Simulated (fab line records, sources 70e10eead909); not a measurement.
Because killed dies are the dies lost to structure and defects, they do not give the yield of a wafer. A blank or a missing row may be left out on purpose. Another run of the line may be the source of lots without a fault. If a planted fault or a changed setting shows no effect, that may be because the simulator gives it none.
Which tool is to blame? ; flow nand-harc ; Sampling: 24 lots, 72 wafers, 6 of 1302 route steps

WHAT THE GAUGES SHOWED, per wafer
The record holds no reading of a measuring or inspecting step that can be judged against a usual standard deviation.

EACH LOT AND THE TOOL THAT RAN IT (in order: tool; ch and the chambers of the sampled wafers; start)
lot;NHARC_A_STAIRCASE_HM_DEP_456;NHARC_A_STAIRCASE_DEP_259;NHARC_A_STAIRCASE_DESCUM_270;NHARC_A_STAIRCASE_ETCH_271;NHARC_A_STAIRCASE_ETCH_452;NHARC_A_STAIRCASE_DEP_301
L075;acl-dep-02 ch 0, day 16 15:16;pecvd-04 ch 0,1, day 16 16:47;rie-diel-02 ch 1,3, day 16 17:47;rie-diel-02 ch 1,2,3, day 16 17:53;rie-diel-10 ch 1,3, day 17 13:05 or earlier;pecvd-03 ch 0,1,2, day 17 13:05
L074;acl-dep-02 ch 0, day 16 19:15;pecvd-04 ch 0,1, day 16 20:29;rie-diel-13 ch 0,1,2, day 16 21:29;rie-diel-13 ch 2,3, day 16 21:34;rie-diel-10 ch 0,1, day 17 17:57 or earlier;pecvd-03 ch 0,1,2, day 17 17:57
L076;acl-dep-01 ch 0, day 17 08:10;pecvd-04 ch 0,2, day 17 10:00;rie-diel-13 ch 0,1,2, day 17 11:00;rie-diel-13 ch 0,1,3, day 17 11:05;rie-diel-13 ch 0,1,3, day 17 22:17 or earlier;pecvd-04 ch 1,2, day 17 22:17
L077;acl-dep-02 ch 0, day 17 10:04;pecvd-04 ch 1,2, day 17 11:59;rie-diel-13 ch 0,2,3, day 17 12:56;rie-diel-13 ch 0,1,2, day 17 13:02;rie-diel-13 ch 2,3, day 18 00:05 or earlier;pecvd-04 ch 0,1,2, day 18 00:05
L078;acl-dep-01 ch 0, day 18 06:16;pecvd-01 ch 0,1,2, day 18 07:31;rie-diel-10 ch 0,1, day 18 08:22;rie-diel-10 ch 0,2,3, day 18 08:28;rie-diel-02 ch 0,2,3, day 18 18:34 or earlier;pecvd-01 ch 1,2, day 18 18:34
L080;acl-dep-03 ch 0, day 19 01:34;pecvd-03 ch 0,1,2, day 19 03:26;rie-diel-02 ch 0,1,3, day 19 04:25;rie-diel-02 ch 0,1,3, day 19 04:31;rie-diel-10 ch 0,1,3, day 19 15:20 or earlier;pecvd-01 ch 0,1,2, day 19 15:20
L079;acl-dep-01 ch 0, day 19 01:57;pecvd-04 ch 0,1,2, day 19 03:17;rie-diel-10 ch 0,1,2, day 19 04:13;rie-diel-10 ch 1,2,3, day 19 04:19;rie-diel-13 ch 1,2,3, day 19 17:44 or earlier;pecvd-04 ch 0,1,2, day 19 17:44
L081;acl-dep-02 ch 0, day 19 09:29;pecvd-01 ch 0,2, day 19 11:02;rie-diel-13 ch 1,3, day 19 12:02;rie-diel-13 ch 1,2, day 19 12:12;rie-diel-10 ch 0,1,3, day 19 19:30;pecvd-03 ch 1,2, day 20 02:52
L082;acl-dep-03 ch 0, day 20 06:33;pecvd-04 ch 0,1,2, day 20 08:04;rie-diel-10 ch 0,1,3, day 20 09:04;rie-diel-10 ch 0,3, day 20 09:09;rie-diel-02 ch 0,1,3, day 20 23:49 or earlier;pecvd-04 ch 1,2, day 20 23:49
L083;acl-dep-03 ch 0, day 20 13:49;pecvd-03 ch 0,1,2, day 20 15:41;rie-diel-13 ch 0,1,3, day 20 16:42;rie-diel-13 ch 0,1,2, day 20 16:47;rie-diel-13 ch 0,1,3, day 21 03:44 or earlier;pecvd-01 ch 0,1,2, day 21 03:44
L085;acl-dep-03 ch 0, day 20 17:34;pecvd-04 ch 0,2, day 20 19:27;rie-diel-10 ch 0,1,2, day 20 20:30;rie-diel-10 ch 0,1,2, day 20 20:36;rie-diel-02 ch 0,2,3, day 21 09:09 or earlier;pecvd-03 ch 0,1,2, day 21 09:09
L084;acl-dep-02 ch 0, day 20 22:11;pecvd-01 ch 0,1,2, day 21 00:02;rie-diel-13 ch 0,1,2, day 21 01:01;rie-diel-13 ch 0,3, day 21 01:06;rie-diel-10 ch 0,2,3, day 21 13:35 or earlier;pecvd-03 ch 0,1,2, day 21 13:35
L086;acl-dep-01 ch 0, day 21 04:31;pecvd-01 ch 0,1,2, day 21 06:06;rie-diel-02 ch 0,2, day 21 07:05;rie-diel-02 ch 0,3, day 21 07:11;rie-diel-10 ch 0,2,3, day 21 18:49 or earlier;pecvd-03 ch 0,1,2, day 21 18:49
L087;acl-dep-01 ch 0, day 21 06:23;pecvd-03 ch 1,2, day 21 08:01;rie-diel-13 ch 0,1,3, day 21 08:57;rie-diel-13 ch 0,2,3, day 21 09:01;rie-diel-02 ch 1,3, day 21 22:58 or earlier;pecvd-04 ch 0,1,2, day 21 22:58
L089;acl-dep-02 ch 0, day 22 10:31;pecvd-04 ch 0,1,2, day 22 12:09;rie-diel-10 ch 1,2,3, day 22 13:07;rie-diel-10 ch 0,3, day 22 13:10;rie-diel-10 ch 0,1,2, day 22 23:27 or earlier;pecvd-04 ch 1,2, day 22 23:27
L088;acl-dep-01 ch 0, day 22 10:47;pecvd-04 ch 1,2, day 22 12:38;rie-diel-02 ch 0,2, day 22 13:38;rie-diel-02 ch 0,1,2, day 22 13:43;rie-diel-10 ch 1,3, day 23 03:57 or earlier;pecvd-01 ch 0,1,2, day 23 03:57
L091;acl-dep-03 ch 0, day 23 17:58;pecvd-04 ch 1,2, day 23 19:50;rie-diel-10 ch 2,3, day 23 20:49;rie-diel-10 ch 0,3, day 23 20:55;rie-diel-13 ch 0,1,2, day 24 08:36 or earlier;pecvd-03 ch 0,1,2, day 24 08:36
L090;acl-dep-01 ch 0, day 23 18:38;pecvd-01 ch 1,2, day 23 20:12;rie-diel-10 ch 0,1, day 23 21:11;rie-diel-10 ch 2,3, day 23 21:16;rie-diel-02 ch 1,2,3, day 24 10:28 or earlier;pecvd-01 ch 0,1,2, day 24 10:28
L092;acl-dep-03 ch 0, day 24 11:14;pecvd-03 ch 1,2, day 24 12:50;rie-diel-02 ch 0,1,3, day 24 13:47;rie-diel-02 ch 1,2,3, day 24 13:52;rie-diel-10 ch 1,2,3, day 25 04:15 or earlier;pecvd-04 ch 0,1,2, day 25 04:15
L093;acl-dep-03 ch 0, day 24 12:47;pecvd-03 ch 1,2, day 24 14:39;rie-diel-10 ch 0,1,3, day 24 15:37;rie-diel-10 ch 1,2, day 24 15:41;rie-diel-10 ch 1,2, day 25 06:59 or earlier;pecvd-01 ch 0,1,2, day 25 06:59
L094;acl-dep-03 ch 0, day 24 20:35;pecvd-01 ch 1,2, day 24 22:07;rie-diel-13 ch 0,1, day 24 23:46;rie-diel-13 ch 1,2, day 24 23:52;rie-diel-13 ch 1,2,3, day 25 11:19 or earlier;pecvd-01 ch 0,1,2, day 25 11:19
L096;acl-dep-03 ch 0, day 25 11:46;pecvd-04 ch 1,2, day 25 13:37;rie-diel-10 ch 2,3, day 25 14:37;rie-diel-10 ch 1,3, day 25 14:42;rie-diel-02 ch 1,2,3, day 26 05:10 or earlier;pecvd-04 ch 0,2, day 26 05:10
L095;acl-dep-01 ch 0, day 25 12:16;pecvd-03 ch 0,1,2, day 25 14:08;rie-diel-13 ch 0,2,3, day 25 15:06;rie-diel-13 ch 0,2,3, day 25 15:11;rie-diel-13 ch 0,2,3, day 26 06:26 or earlier;pecvd-03 ch 0,2, day 26 06:26
L097;acl-dep-02 ch 0, day 25 18:38;pecvd-01 ch 1,2, day 25 20:31;rie-diel-02 ch 0,1,2, day 25 21:30;rie-diel-02 ch 0,1,2, day 25 21:36;rie-diel-10 ch 0,3, day 26 13:22 or earlier;pecvd-03 ch 0,2, day 26 13:22
- NHARC_A_STAIRCASE_HM_DEP_456: deposits aC, target thk 3100 nm.
- NHARC_A_STAIRCASE_DEP_259: deposits SiON, target thk 30 nm.
- NHARC_A_STAIRCASE_DESCUM_270: chemistry O2, time 3 s.
- NHARC_A_STAIRCASE_ETCH_271: etches the open film in CF4/CHF3.
- NHARC_A_STAIRCASE_ETCH_452: etches the open film in CF4/O2, target depth 30 nm, overetch 3 nm, time 16.5 s.
- NHARC_A_STAIRCASE_DEP_301: deposits SiON, target thk 30 nm.

WHAT THE TOOLS THEMSELVES READ (means of the sampled wafers that have a number; where no wafer has one, the mark that the record gives instead)
NHARC_A_STAIRCASE_HM_DEP_456. Usual: 34.999 % for throttle-valve-pct, sd 0.0098.
lot;tool;throttle-valve-pct (%);flag
L075;acl-dep-02;34.997;
L074;acl-dep-02;35.004;
L076;acl-dep-01;35.003;
L077;acl-dep-02;34.994;
L078;acl-dep-01;34.992;
L080;acl-dep-03;34.997;
L079;acl-dep-01;35.008;
L081;acl-dep-02;34.992;
L082;acl-dep-03;35.002;
L083;acl-dep-03;34.994;
L085;acl-dep-03;35.001;
L084;acl-dep-02;34.998;
L086;acl-dep-01;34.996;
L087;acl-dep-01;35.003;
L089;acl-dep-02;35.000;
L088;acl-dep-01;34.994;
L091;acl-dep-03;34.996;
L090;acl-dep-01;35.013;
L092;acl-dep-03;35.005;
L093;acl-dep-03;35.006;
L094;acl-dep-03;34.992;
L096;acl-dep-03;34.994;
L095;acl-dep-01;34.998;
L097;acl-dep-02;35.000;

NHARC_A_STAIRCASE_DEP_259. Usual: 718 W for heater-power-w, sd 62.
lot;tool;heater-power-w (W);flag
L075;pecvd-04;700;
L074;pecvd-04;719;
L076;pecvd-04;766;
L077;pecvd-04;661;
L078;pecvd-01;766;
L080;pecvd-03;719;
L079;pecvd-04;670;
L081;pecvd-01;771;
L082;pecvd-04;681;
L083;pecvd-03;731;
L085;pecvd-04;667;
L084;pecvd-01;784;
L086;pecvd-01;798;
L087;pecvd-03;713;
L089;pecvd-04;667;
L088;pecvd-04;689;
L091;pecvd-04;711;
L090;pecvd-01;709;
L092;pecvd-03;649;
L093;pecvd-03;727;
L094;pecvd-01;760;
L096;pecvd-04;696;
L095;pecvd-03;710;
L097;pecvd-01;691;

NHARC_A_STAIRCASE_DESCUM_270. Usual: drypump-motor-current-A 5.6 A, standard deviation 0.4; mfc-ar-sccm 0.016 sccm, standard deviation 0.012; oes-product-au 1.001 a.u., standard deviation 0.008; rf-vpp-V 57.7 V, standard deviation 0.92; showerhead-plenum-p-Torr 1.88 Torr, standard deviation 0.078; throttle-valve-pct 11.311 %, standard deviation 0.0098.
lot;tool;drypump-motor-current-A (A);mfc-ar-sccm (sccm);oes-product-au (a.u.);rf-vpp-V (V);showerhead-plenum-p-Torr (Torr);throttle-valve-pct (%);flag
L075;rie-diel-02;5.8;0.028;0.993;57.7;1.82;11.311;
L074;rie-diel-13;5.7;0.014;0.998;57.9;1.88;11.313;
L076;rie-diel-13;5.8;0.014;1.004;57.2;1.88;11.301;
L077;rie-diel-13;5.6;0.017;1.002;56.7;1.82;11.312;
L078;rie-diel-10;5.7;0.024;0.998;57.0;1.89;11.314;
L080;rie-diel-02;5.5;0.020;1.000;58.0;1.99;11.310;
L079;rie-diel-10;5.5;0.017;0.997;58.0;1.87;11.309;
L081;rie-diel-13;5.7;0.019;0.999;57.1;1.89;11.309;
L082;rie-diel-10;5.6;0.013;0.994;57.9;1.84;11.306;
L083;rie-diel-13;5.8;0.015;1.001;57.6;1.86;11.311;
L085;rie-diel-10;5.5;0.017;1.004;58.0;1.86;11.314;
L084;rie-diel-13;5.8;0.014;1.010;57.8;1.87;11.306;
L086;rie-diel-02;5.3;0.003;1.000;57.7;1.95;11.303;
L087;rie-diel-13;5.8;0.015;1.001;58.2;1.85;11.323;
L089;rie-diel-10;5.5;0.016;1.006;57.6;1.85;11.315;
L088;rie-diel-02;5.3;0.003;1.000;57.4;1.94;11.302;
L091;rie-diel-10;5.4;0.005;0.995;58.0;1.81;11.311;
L090;rie-diel-10;5.7;0.024;0.997;58.0;1.87;11.301;
L092;rie-diel-02;5.4;0.020;1.008;58.3;1.98;11.292;
L093;rie-diel-10;5.6;0.013;0.996;57.6;1.83;11.313;
L094;rie-diel-13;6.0;0.009;1.006;57.9;1.87;11.324;
L096;rie-diel-10;5.3;0.009;0.999;57.6;1.83;11.301;
L095;rie-diel-13;5.6;0.017;1.007;56.6;1.90;11.315;
L097;rie-diel-02;5.7;0.010;1.005;58.1;1.97;11.309;

NHARC_A_STAIRCASE_ETCH_271. Usual: drypump-motor-current-A 5.5 A, standard deviation 0.39; mfc-ar-sccm 0.016 sccm, standard deviation 0.012; oes-product-au 0.960 a.u., standard deviation 0.019; rf-vpp-V 369.6 V, standard deviation 2.2; showerhead-plenum-p-Torr 1.55 Torr, standard deviation 0.063; throttle-valve-pct 16.802 %, standard deviation 0.0093.
lot;tool;drypump-motor-current-A (A);mfc-ar-sccm (sccm);oes-product-au (a.u.);rf-vpp-V (V);showerhead-plenum-p-Torr (Torr);throttle-valve-pct (%);flag
L075;rie-diel-02;5.5;0.023;0.973;368.7;1.54;16.804;
L074;rie-diel-13;5.4;0.024;0.927;368.1;1.48;16.811;
L076;rie-diel-13;5.8;0.015;0.964;369.8;1.53;16.800;
L077;rie-diel-13;5.7;0.014;0.948;368.0;1.54;16.803;
L078;rie-diel-10;5.4;0.006;0.979;369.2;1.51;16.791;
L080;rie-diel-02;5.5;0.020;0.961;372.2;1.64;16.800;
L079;rie-diel-10;5.4;0.016;0.976;368.7;1.53;16.811;
L081;rie-diel-13;5.7;0.018;0.960;370.5;1.57;16.799;
L082;rie-diel-10;5.6;0.003;0.915;368.4;1.50;16.808;
L083;rie-diel-13;5.7;0.014;0.952;369.5;1.54;16.796;
L085;rie-diel-10;5.5;0.017;0.947;368.7;1.53;16.809;
L084;rie-diel-13;5.8;0.012;0.928;368.7;1.50;16.804;
L086;rie-diel-02;4.9;0.026;0.963;370.0;1.59;16.798;
L087;rie-diel-13;5.6;0.017;0.981;368.1;1.49;16.802;
L089;rie-diel-10;5.6;0.002;0.969;367.6;1.49;16.807;
L088;rie-diel-02;5.7;0.010;0.974;372.3;1.62;16.808;
L091;rie-diel-10;5.6;0.003;0.945;368.0;1.49;16.807;
L090;rie-diel-10;5.3;0.009;0.979;368.1;1.51;16.805;
L092;rie-diel-02;5.5;0.023;0.972;371.1;1.61;16.806;
L093;rie-diel-10;5.5;0.027;0.971;369.8;1.55;16.801;
L094;rie-diel-13;5.5;0.020;0.952;368.8;1.52;16.803;
L096;rie-diel-10;5.6;0.022;0.963;367.9;1.53;16.804;
L095;rie-diel-13;5.6;0.017;0.976;370.1;1.56;16.807;
L097;rie-diel-02;5.7;0.010;0.971;371.6;1.62;16.811;

NHARC_A_STAIRCASE_ETCH_452. Usual: drypump-motor-current-A 5.5 A, standard deviation 0.38; mfc-ar-sccm 0.016 sccm, standard deviation 0.013; oes-product-au 1.002 a.u., standard deviation 0.0093; rf-vpp-V 197.3 V, standard deviation 1.4; showerhead-plenum-p-Torr 1.31 Torr, standard deviation 0.055; throttle-valve-pct 13.398 %, standard deviation 0.0096.
lot;tool;drypump-motor-current-A (A);mfc-ar-sccm (sccm);oes-product-au (a.u.);rf-vpp-V (V);showerhead-plenum-p-Torr (Torr);throttle-valve-pct (%);flag
L075;rie-diel-10;5.6;0.022;1.009;196.9;1.31;13.403;
L074;rie-diel-10;5.7;0.024;1.005;197.6;1.32;13.396;
L076;rie-diel-13;5.8;0.015;0.988;196.5;1.30;13.398;
L077;rie-diel-13;5.4;0.024;0.998;196.4;1.26;13.402;
L078;rie-diel-02;5.1;0.016;1.001;198.6;1.35;13.391;
L080;rie-diel-10;5.6;0.013;0.998;197.3;1.29;13.401;
L079;rie-diel-13;5.5;0.021;1.009;196.8;1.29;13.396;
L081;rie-diel-10;5.6;0.013;0.998;197.5;1.29;13.389;
L082;rie-diel-02;5.4;0.020;1.000;198.3;1.38;13.388;
L083;rie-diel-13;5.8;0.015;1.011;197.0;1.30;13.401;
L085;rie-diel-02;5.1;0.016;1.011;197.3;1.35;13.404;
L084;rie-diel-10;5.5;0.006;0.997;196.6;1.28;13.399;
L086;rie-diel-10;5.5;0.006;0.996;196.4;1.28;13.397;
L087;rie-diel-02;5.3;0.033;1.000;198.8;1.37;13.403;
L089;rie-diel-10;5.5;0.017;1.004;198.0;1.30;13.384;
L088;rie-diel-10;5.6;0.022;1.013;196.9;1.30;13.405;
L091;rie-diel-13;5.7;0.014;1.004;197.1;1.30;13.403;
L090;rie-diel-02;5.5;0.023;1.000;198.7;1.36;13.398;
L092;rie-diel-10;5.4;0.016;1.000;197.0;1.29;13.400;
L093;rie-diel-10;5.5;0.027;1.004;197.7;1.32;13.397;
L094;rie-diel-13;5.5;0.021;0.999;197.7;1.35;13.395;
L096;rie-diel-02;5.5;0.023;0.998;197.9;1.36;13.399;
L095;rie-diel-13;5.6;0.017;1.001;197.0;1.33;13.391;
L097;rie-diel-10;5.7;0.003;1.009;195.1;1.26;13.395;

NHARC_A_STAIRCASE_DEP_301. Usual: 724 W for heater-power-w, sd 79.
lot;tool;heater-power-w (W);flag
L075;pecvd-03;709;
L074;pecvd-03;696;
L076;pecvd-04;698;
L077;pecvd-04;712;
L078;pecvd-01;805;
L080;pecvd-01;759;
L079;pecvd-04;731;
L081;pecvd-03;682;
L082;pecvd-04;711;
L083;pecvd-01;805;
L085;pecvd-03;756;
L084;pecvd-03;773;
L086;pecvd-03;725;
L087;pecvd-04;654;
L089;pecvd-04;643;
L088;pecvd-01;748;
L091;pecvd-03;717;
L090;pecvd-01;746;
L092;pecvd-04;666;
L093;pecvd-01;762;
L094;pecvd-01;733;
L096;pecvd-04;620;
L095;pecvd-03;759;
L097;pecvd-03;788;

THE ANSWER, worked out from the rows above alone
Rule: a lot counts as off when the mean over its wafers that have a number is more than 3 standard deviations away from the usual mean. Also off: a lot with no number at a reading for which 4 or more lots have one. The other lots that the step has rows for count as sound. The gauges are gone through in route order, then the tools' own readings, and for those a lot's mean is taken as printed above. At the first step where some lot is off, the reading lying furthest off is the one used; lots without a number count as furthest.
Nothing can be told from this: no lot is off at any reading shown.

WHAT THE SIMULATOR HAD INSERTED
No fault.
